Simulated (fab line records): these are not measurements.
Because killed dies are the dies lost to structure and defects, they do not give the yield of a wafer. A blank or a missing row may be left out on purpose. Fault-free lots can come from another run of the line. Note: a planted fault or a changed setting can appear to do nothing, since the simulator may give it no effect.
fab line records	flow nandHarc
record lots=7	wafers=19	lastDay=34
route steps=1302 shown A_SLIT@945 A_SIN_REMOVE@947 A_WL_FILL@952 END@1302
lots that met no fault: taken from a fault-free run of the same line
startH: the number of hours between the record's first day and the start of the first shown wafer of the lot	waitH: time in hours since the lot's previous step	" unchanged from the row above	L1.1+2: one row covering several wafers at once	- either no value or no given start	* or withheld: withheld	< > ~ a bound
route shown NAME@n: names a module that has steps shown in the file, with the first one's number in the route	usual: mean and standard deviation over wafers with no fault	same: alike in all rows	chamber/n: place in a boat	sites: each site's reading	_std_site: standard deviation across them	_edge_site: inner sites' mean taken away from outer sites' mean	radiusMm: how far each site lies from the wafer's centre	mask NAME#n: copy n	behind: the most recent tool/chamber to have shaped the wafer	hold: the reason the lot was held/the length of the hold in hours/how it ended	device: transistor that didn't switch, given as n, p or np	end of line: at the end of the route, the tests of the same wafers	a step with no rows: only its recipe	killed: dies that structure and defects cost at the first sort, which is not the same as the wafer's yield	map: a wafer's dies, marking killed ones x, the rest . and places with no die _
set.NAME: the setting the step ran with; set.NAME@STEP: the setting that earlier step ran with	model.NAME: the simulator's own value behind a step, which no gauge read
certain route steps with their lots: each step a table, each wafer a row
services: the hour from which a tool's chamber was out of use, counted from the record's first day as startH (under 0 if before that day), plus the number of hours and why
## steps
# step NHARC_A_SLIT_SRD_20
# step NHARC_A_SLIT_CD_MEAS_21
# usual cdNm=289.9/0.95
lot.wafer	tool	chamber	startH	waitH	cdNm
L797.2	cdSem-03	-	485.70	-	289.2
L797.3	"	-	"	"	289.9
L797.6	"	-	"	"	289.5
L808.2	cdSem-03	-	595.20	-	289.2
L808.3	"	-	"	"	288.9
L808.4	"	-	"	"	289.6
L810.1	cdSem-02	-	619.85	-	290.2
L810.3	"	-	"	"	290.0
L810.4	"	-	"	"	288.7
L811.1	cdSem-03	-	633.24	-	289.6
L811.4	"	-	"	"	289.5
L811.6	"	-	"	"	289.6
L812.2	cdSem-01	-	634.42	-	289.9
L812.6	"	-	"	"	289.6
L814.5	cdSem-03	-	655.09	-	290.2
L814.6	"	-	"	"	289.6
L817.2	cdSem-03	-	711.68	-	290.9
L817.3	"	-	"	"	292.3
L817.6	"	-	"	"	290.6
# step NHARC_A_SIN_REMOVE_WET_00
# recipe tempC=160	timeS=15300	chemistry=H3PO4
# step NHARC_A_SIN_REMOVE_PRECLEAN_01
# recipe timeS=*	tempC=50	bathAgeMin=0	chemistry=SC1
# step NHARC_A_SIN_REMOVE_SRD_02
# step NHARC_A_SIN_REMOVE_INSPECT_04
# usual rawDefectCount=396/66
lot.wafer	tool	chamber	startH	waitH	rawDefectCount
L797.2	defectInspect-01	-	492.36	0.0	540
L797.3	"	-	"	"	487
L797.6	"	-	"	"	380
L808.2	defectInspect-02	-	601.86	0.0	374
L808.3	"	-	"	"	350
L808.4	"	-	"	"	342
L810.1	defectInspect-01	-	626.44	0.0	513
L810.3	"	-	"	"	461
L810.4	"	-	"	"	567
L812.2	defectInspect-01	-	639.93	0.0	395
L812.6	"	-	"	"	354
L811.1	defectInspect-01	-	639.94	0.1	441
L811.4	"	-	"	"	382
L811.6	"	-	"	"	427
L814.5	defectInspect-01	-	661.69	0.0	490
L814.6	"	-	"	"	489
L817.2	defectInspect-02	-	718.70	0.0	290
L817.3	"	-	"	"	321
L817.6	"	-	"	"	449
# step NHARC_A_WL_FILL_ALD_00
# recipe targetThkA=30	pulseTimeS=3	aldCycles=30	tempC=300	material=Al2O3
# usual heaterPowerOuterW=274/25	heaterPowerW=483/43	precursorPulseHeightRel=1.000/0.017
lot.wafer	tool	chamber	startH	waitH	heaterPowerOuterW	heaterPowerW	precursorPulseHeightRel
L797.2	aldHk-04	0	492.43	0.1	271	528	1.014
L797.3	"	2	"	"	268	491	0.991
L797.6	"	1	"	"	259	485	0.997
L808.3	aldHk-02	0	601.92	0.1	300	529	0.991
L808.2	"	1	"	"	278	492	0.972
L808.4	"	3	"	"	255	438	1.019
L810.4	aldHk-02	1	626.51	0.1	285	475	0.987
L810.1	"	2	"	"	309	544	1.032
L810.3	"	3	"	"	248	434	0.995
L812.2	aldHk-02	3	640.02	0.1	252	445	0.979
L812.6	"	3	"	"	258	452	1.020
L811.4	aldHk-01	1	640.05	0.1	284	516	0.988
L811.1	"	2	"	"	300	486	0.953
L811.6	"	1	"	"	285	519	1.026
L814.6	aldHk-04	2	661.87	0.2	262	487	0.983
L814.5	"	3	"	"	241	460	0.990
L817.3	aldHk-01	2	718.77	0.1	299	505	0.979
L817.2	"	3	"	"	226	399	0.981
L817.6	"	3	"	"	227	400	1.006
# step NHARC_A_WL_FILL_RTA_01
# recipe tempC=1000	timeS=5
# usual lampPowerPct=30.7/0.87	lamp_zone_2_pct=30.7/0.88	wafer_temp_C_max=1005.4/0.97
lot.wafer	tool	chamber	startH	waitH	lampPowerPct	lamp_zone_2_pct	wafer_temp_C_max
L797.2	rtpAnneal-01	0	492.72	-	31.6	31.6	1005.3
L797.3	"	0	"	"	31.7	31.6	1004.8
L797.6	"	0	"	"	31.7	31.6	1004.8
L808.2	rtpAnneal-02	0	602.21	-	30.0	29.9	1003.9
L808.3	"	0	"	"	29.9	29.9	1005.4
L808.4	"	0	"	"	29.9	29.8	1005.4
L810.1	rtpAnneal-02	0	626.77	-	29.9	29.9	1005.2
L810.3	"	0	"	"	29.9	29.9	1004.9
L810.4	"	0	"	"	29.9	29.9	1005.0
L812.2	rtpAnneal-01	0	640.28	-	31.7	31.6	1004.8
L812.6	"	0	"	"	31.6	31.6	1004.4
L811.1	rtpAnneal-02	0	640.29	-	29.9	29.9	1004.1
L811.4	"	0	"	"	29.9	29.9	1004.8
L811.6	"	0	"	"	29.9	29.9	1005.0
L814.5	rtpAnneal-02	0	662.14	-	29.9	29.8	1004.8
L814.6	"	0	"	"	30.0	29.9	1004.5
L817.2	rtpAnneal-01	0	719.07	-	31.7	31.7	1006.7
L817.3	"	0	"	"	31.7	31.7	1005.9
L817.6	"	0	"	"	31.7	31.7	1006.3
# step NHARC_A_WL_FILL_ALD_02
# recipe targetThkA=20	pulseTimeS=3	aldCycles=100	tempC=450	material=TiN
# usual heaterPowerOuterW=734/74	heaterPowerW=1121/99	precursorPulseHeightRel=0.999/0.02
lot.wafer	tool	chamber	startH	waitH	heaterPowerOuterW	heaterPowerW	precursorPulseHeightRel
L797.2	aldMetal-02	1	492.99	0.2	681	1088	1.010
L797.3	"	2	"	"	882	1237	1.004
L797.6	"	3	"	"	797	1225	0.980
L808.3	aldMetal-01	3	602.40	0.1	659	1138	0.997
L808.2	"	0	"	"	885	1323	0.985
L808.4	"	1	"	"	617	999	0.994
L810.1	aldMetal-02	3	627.02	0.2	755	1207	1.025
L810.3	"	0	"	"	702	1043	0.990
L810.4	"	1	"	"	685	1075	0.993
L811.4	aldMetal-03	0	640.50	0.1	719	1084	1.021
L811.1	"	1	"	"	700	1044	1.047
L811.6	"	1	"	"	703	1041	0.937
L812.2	aldMetal-02	1	640.54	0.2	691	1081	0.994
L812.6	"	3	"	"	753	1205	0.975
L814.6	aldMetal-03	1	662.44	0.2	703	1032	0.986
L814.5	"	3	"	"	684	1027	0.997
L817.3	aldMetal-02	3	719.30	0.2	759	1159	1.002
L817.2	"	1	"	"	682	1071	1.014
L817.6	"	3	"	"	769	1185	1.017
# step NHARC_A_WL_FILL_CVD_03
# recipe targetThkA=400	tempC=300	pressureTorr=40	wf6FlowSccm=40	h2FlowSccm=1600	arFlowSccm=1560	timeS=279	material=W
# usual heaterPowerOuterW=259/8.3	heaterPowerW=465/27	mfcWf6Sccm=40.01/0.11	throttleValvePct=7.82/0.19
lot.wafer	tool	chamber	startH	waitH	heaterPowerOuterW	heaterPowerW	mfcWf6Sccm	throttleValvePct
L797.2	cvdW-02	1	493.35	0.1	261	498	39.95	8.07
L797.3	"	0	"	"	267	462	40.25	7.88
L797.6	"	0	"	"	256	446	40.01	7.64
L808.2	cvdW-02	0	602.84	0.1	261	453	39.96	7.96
L808.4	"	0	"	"	262	470	40.19	8.00
L808.3	"	1	"	"	267	503	40.01	8.00
L810.1	cvdW-02	1	627.41	0.1	262	500	40.05	7.81
L810.3	"	1	"	"	262	498	40.00	7.51
L810.4	"	0	"	"	272	452	39.84	7.83
L812.2	cvdW-02	1	640.91	0.1	267	503	40.04	7.86
L812.6	"	1	"	"	262	515	39.92	7.91
L811.1	cvdW-01	0	640.94	0.1	247	468	40.01	7.95
L811.4	"	0	"	"	251	465	40.10	8.03
L811.6	"	0	"	"	243	458	39.96	7.77
L814.6	cvdW-01	1	662.95	0.3	258	432	39.87	7.95
L814.5	"	0	"	"	245	455	39.93	7.97
L817.2	cvdW-02	0	719.74	0.1	266	455	40.10	7.84
L817.3	"	1	"	"	269	500	40.03	7.49
L817.6	"	1	"	"	265	513	40.17	7.40
# step NHARC_A_WL_FILL_ETCHBACK_04
# recipe targetDepthA=600	timeS=120	chemistry=NF3
# usual drypumpMotorCurrentA=5.7/0.57	oesProductAu=1.000/0.011	runLengthS=141.3/0.5
lot.wafer	tool	chamber	startH	waitH	drypumpMotorCurrentA	oesProductAu	rfHoursCounterH	runLengthS
L797.2	rieMetal-02	1	493.75	0.4	5.5	0.986	0.7	140.9
L797.3	"	0	"	"	5.7	1.009	-	141.0
L797.6	"	1	"	"	5.5	0.985	-	140.6
L808.2	rieMetal-01	1	603.21	0.3	4.8	1.016	0.7	141.3
L808.4	"	1	"	"	4.8	1.021	-	141.6
L808.3	"	0	"	"	6.2	1.001	-	141.6
L810.1	rieMetal-02	0	627.79	0.3	5.7	1.012	3.0	141.3
L810.4	"	0	"	"	5.7	1.015	-	140.8
L810.3	"	1	"	"	5.5	1.005	-	77.9
L812.2	rieMetal-02	0	641.28	0.3	5.7	0.992	0.0	141.1
L812.6	"	0	"	"	5.7	0.991	-	79.0
L811.1	rieMetal-01	1	641.35	0.4	4.8	1.003	1.2	141.4
L811.4	"	1	"	"	4.8	1.011	-	141.5
L811.6	"	0	"	"	6.2	1.005	-	141.7
L814.6	rieMetal-02	0	663.28	0.3	5.6	0.998	-	78.4
L814.5	"	1	"	"	5.5	0.994	-	140.6
L817.2	rieMetal-01	1	720.09	0.3	4.8	0.995	2.7	141.6
L817.3	"	0	"	"	6.2	0.991	-	141.5
L817.6	"	0	"	"	6.2	1.003	-	141.8
# step NHARC_A_WL_FILL_ETCHBACK_05
# recipe targetDepthA=220	timeS=60	tempC=40	chemistry=Cl2/BCl3
# usual drypumpMotorCurrentA=5.8/0.57	oesProductAu=1.000/0.012	runLengthS=81.3/0.54
lot.wafer	tool	chamber	startH	waitH	drypumpMotorCurrentA	oesProductAu	rfHoursCounterH	runLengthS
L797.2	rieMetal-02	0	493.97	0.2	5.6	1.016	0.8	80.7
L797.3	"	1	"	"	5.5	1.000	-	80.4
L797.6	"	1	"	"	5.5	0.990	-	80.3
L808.2	rieMetal-01	0	603.46	0.2	6.2	0.996	0.8	81.7
L808.4	"	1	"	"	4.8	1.021	-	81.9
L808.3	"	0	"	"	6.2	0.996	-	81.6
L810.1	rieMetal-02	0	628.03	0.2	5.7	1.006	3.1	81.0
L810.4	"	0	"	"	5.7	1.008	-	81.1
L810.3	"	1	"	"	5.5	0.992	-	80.5
L812.2	rieMetal-02	1	641.52	0.2	5.5	0.980	0.1	80.8
L812.6	"	0	"	"	5.6	0.989	-	81.1
L811.1	rieMetal-01	1	641.55	0.2	4.8	1.014	1.3	81.8
L811.4	"	1	"	"	4.8	1.021	-	81.2
L811.6	"	1	"	"	4.8	1.015	-	81.4
L814.5	rieMetal-02	0	663.43	0.1	5.7	0.995	-	80.6
L814.6	"	1	"	"	5.5	0.983	-	80.7
L817.2	rieMetal-01	0	720.34	0.2	6.2	1.009	2.9	81.5
L817.3	"	0	"	"	6.2	1.008	-	81.6
L817.6	"	0	"	"	6.2	1.002	-	81.5
# step NHARC_END_SORT_01
# recipe tempC=25
# usual killedAtArray=56/17	killedAtOther=1.2/1.4	killedAtPeriphery=4/3.2	killedDies=61/16	killedOpen=3.6/2.1	killedShort=2.7/1.8
# same grossDies=677
lot.wafer	tool	chamber	startH	waitH	killedAtArray	killedAtOther	killedAtPeriphery	killedDies	killedOpen	killedShort
L810.3	prober-02	0	723.21	3.1	673	1	3	677	1	4
L812.6	prober-01	0	742.43	4.0	672	0	5	677	3	2
L814.6	prober-01	0	767.23	4.0	674	3	0	677	1	2
# killed by level:class
L810.3 A_WL_FILL:areaEtchback=609 A_SLIT:chamberFilmFlake=35 A_CHANNEL_HOLE_D1:chamberFilmFlake=20 A_STAIRCASE:chamberFilmFlake=4 A_WL_FILL:geometricParticle:short=2 P_M0:chamberFilmFlake=2 A_CHANNEL_HOLE_D1:geometricParticle:short=1 A_CHANNEL_FILL_D1:geometricParticle:short=1
L812.6 A_WL_FILL:areaEtchback=604 A_CHANNEL_HOLE_D1:chamberFilmFlake=26 A_SLIT:chamberFilmFlake=25 P_BONDPAD:chamberFilmFlake=4 A_STAIRCASE:chamberFilmFlake=3 A_WL_FILL:chamberFilmFlake=3 A_CONTACT:chamberFilmFlake=3 A_BONDPAD:chamberFilmFlake=2
L814.6 A_WL_FILL:areaEtchback=587 A_SLIT:chamberFilmFlake=28 A_CHANNEL_HOLE_D2:chamberFilmFlake=27 A_CHANNEL_HOLE_D1:chamberFilmFlake=14 A_CONTACT:chamberFilmFlake=7 A_WL_FILL:chamberFilmFlake=3 A_M1:chamberFilmFlake=3 HYBRID_BOND:chamberFilmFlake=3
# map L810.3 (x killed, . not)
____________x____________
_________xxxxxxx_________
_______xxxxxxxxxxx_______
______xxxxxxxxxxxxx______
_____xxxxxxxxxxxxxxx_____
____xxxxxxxxxxxxxxxxx____
____xxxxxxxxxxxxxxxxx____
___xxxxxxxxxxxxxxxxxxx___
___xxxxxxxxxxxxxxxxxxx___
__xxxxxxxxxxxxxxxxxxxxx__
__xxxxxxxxxxxxxxxxxxxxx__
_xxxxxxxxxxxxxxxxxxxxxxx_
_xxxxxxxxxxxxxxxxxxxxxxx_
_xxxxxxxxxxxxxxxxxxxxxxx_
_xxxxxxxxxxxxxxxxxxxxxxx_
_xxxxxxxxxxxxxxxxxxxxxxx_
xxxxxxxxxxxxxxxxxxxxxxxxx
xxxxxxxxxxxxxxxxxxxxxxxxx
xxxxxxxxxxxxxxxxxxxxxxxxx
xxxxxxxxxxxxxxxxxxxxxxxxx
xxxxxxxxxxxxxxxxxxxxxxxxx
_xxxxxxxxxxxxxxxxxxxxxxx_
_xxxxxxxxxxxxxxxxxxxxxxx_
_xxxxxxxxxxxxxxxxxxxxxxx_
_xxxxxxxxxxxxxxxxxxxxxxx_
_xxxxxxxxxxxxxxxxxxxxxxx_
__xxxxxxxxxxxxxxxxxxxxx__
__xxxxxxxxxxxxxxxxxxxxx__
___xxxxxxxxxxxxxxxxxxx___
___xxxxxxxxxxxxxxxxxxx___
____xxxxxxxxxxxxxxxxx____
____xxxxxxxxxxxxxxxxx____
_____xxxxxxxxxxxxxxx_____
______xxxxxxxxxxxxx______
_______xxxxxxxxxxx_______
_________xxxxxxx_________
____________x____________
# map L812.6 (x killed, . not)
____________x____________
_________xxxxxxx_________
_______xxxxxxxxxxx_______
______xxxxxxxxxxxxx______
_____xxxxxxxxxxxxxxx_____
____xxxxxxxxxxxxxxxxx____
____xxxxxxxxxxxxxxxxx____
___xxxxxxxxxxxxxxxxxxx___
___xxxxxxxxxxxxxxxxxxx___
__xxxxxxxxxxxxxxxxxxxxx__
__xxxxxxxxxxxxxxxxxxxxx__
_xxxxxxxxxxxxxxxxxxxxxxx_
_xxxxxxxxxxxxxxxxxxxxxxx_
_xxxxxxxxxxxxxxxxxxxxxxx_
_xxxxxxxxxxxxxxxxxxxxxxx_
_xxxxxxxxxxxxxxxxxxxxxxx_
xxxxxxxxxxxxxxxxxxxxxxxxx
xxxxxxxxxxxxxxxxxxxxxxxxx
xxxxxxxxxxxxxxxxxxxxxxxxx
xxxxxxxxxxxxxxxxxxxxxxxxx
xxxxxxxxxxxxxxxxxxxxxxxxx
_xxxxxxxxxxxxxxxxxxxxxxx_
_xxxxxxxxxxxxxxxxxxxxxxx_
_xxxxxxxxxxxxxxxxxxxxxxx_
_xxxxxxxxxxxxxxxxxxxxxxx_
_xxxxxxxxxxxxxxxxxxxxxxx_
__xxxxxxxxxxxxxxxxxxxxx__
__xxxxxxxxxxxxxxxxxxxxx__
___xxxxxxxxxxxxxxxxxxx___
___xxxxxxxxxxxxxxxxxxx___
____xxxxxxxxxxxxxxxxx____
____xxxxxxxxxxxxxxxxx____
_____xxxxxxxxxxxxxxx_____
______xxxxxxxxxxxxx______
_______xxxxxxxxxxx_______
_________xxxxxxx_________
____________x____________
## services
tool	chamber	startH	hours	kind
cvdW-01	1	474.82	10.9	repair
aldHk-01	-	477.11	10.0	pm
aldMetal-03	3	477.88	3.7	repair
cvdW-01	0	491.19	9.2	repair
aldMetal-03	0	499.91	3.7	repair
aldMetal-03	2	500.57	18.0	repair
aldMetal-02	-	514.50	0.9	repair
aldMetal-02	1	520.19	4.3	repair
aldHk-02	-	525.13	2.0	repair
aldHk-02	-	527.16	10.0	pm
aldMetal-02	1	528.40	30.1	repair
cvdW-02	1	537.13	3.6	repair
aldMetal-02	3	539.19	27.2	repair
rieMetal-02	-	556.48	0.1	repair
rieMetal-01	-	575.00	9.0	pm
aldMetal-02	-	610.00	10.0	pm
rieMetal-02	-	631.06	9.0	pm
cvdW-02	-	642.21	13.0	pm
aldMetal-02	1	651.68	7.4	repair
aldHk-01	-	655.11	10.0	pm
rieMetal-02	1	666.58	8.1	repair
aldHk-02	-	706.62	10.0	pm
rieMetal-01	0	710.47	1.3	repair
cvdW-02	1	715.03	3.6	repair
## key
firstSign step=NHARC_A_WL_FILL_ETCHBACK_04	reading=runLengthS	direction=down	sigmas=99+	usual=*	struck=*
effect step=NHARC_END_SORT_01	reading=killedDies	direction=up	sigmas=37	usual=61	struck=677
moreKillsBornAt NHARC_A_WL_FILL_ETCHBACK_04@rieMetal-02=1800
metAt NHARC_A_WL_FILL_ETCHBACK_04
struckWafers L810.3,L812.6,L814.6
laterRowsLeftOut L810.3,L812.6,L814.6
testerLeftOut L810,L812,L814
onsetBetween 493.75 627.79
fault kind=processParameterDrift	tool=rieMetal-02	chamber=-	onsetH=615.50	steps=NHARC_A_WL_FILL_ETCHBACK_04	channel=timeS	offset=*	shape=step	endH=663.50	scope=struckWafersOnly	actsIn=*	stated=*
# testerLeftOut: of these lots the tester's yield and bins aren't shown, on N5 and GAA mostly nor the transistor test; their killed dies are dies lost to structure and defects alone, not to doping, threshold or leakage, so they don't give the yield
# laterRowsLeftOut: the simulator's readings of these wafers behind a module that went badly wrong aren't trusted and aren't shown, but for the sort
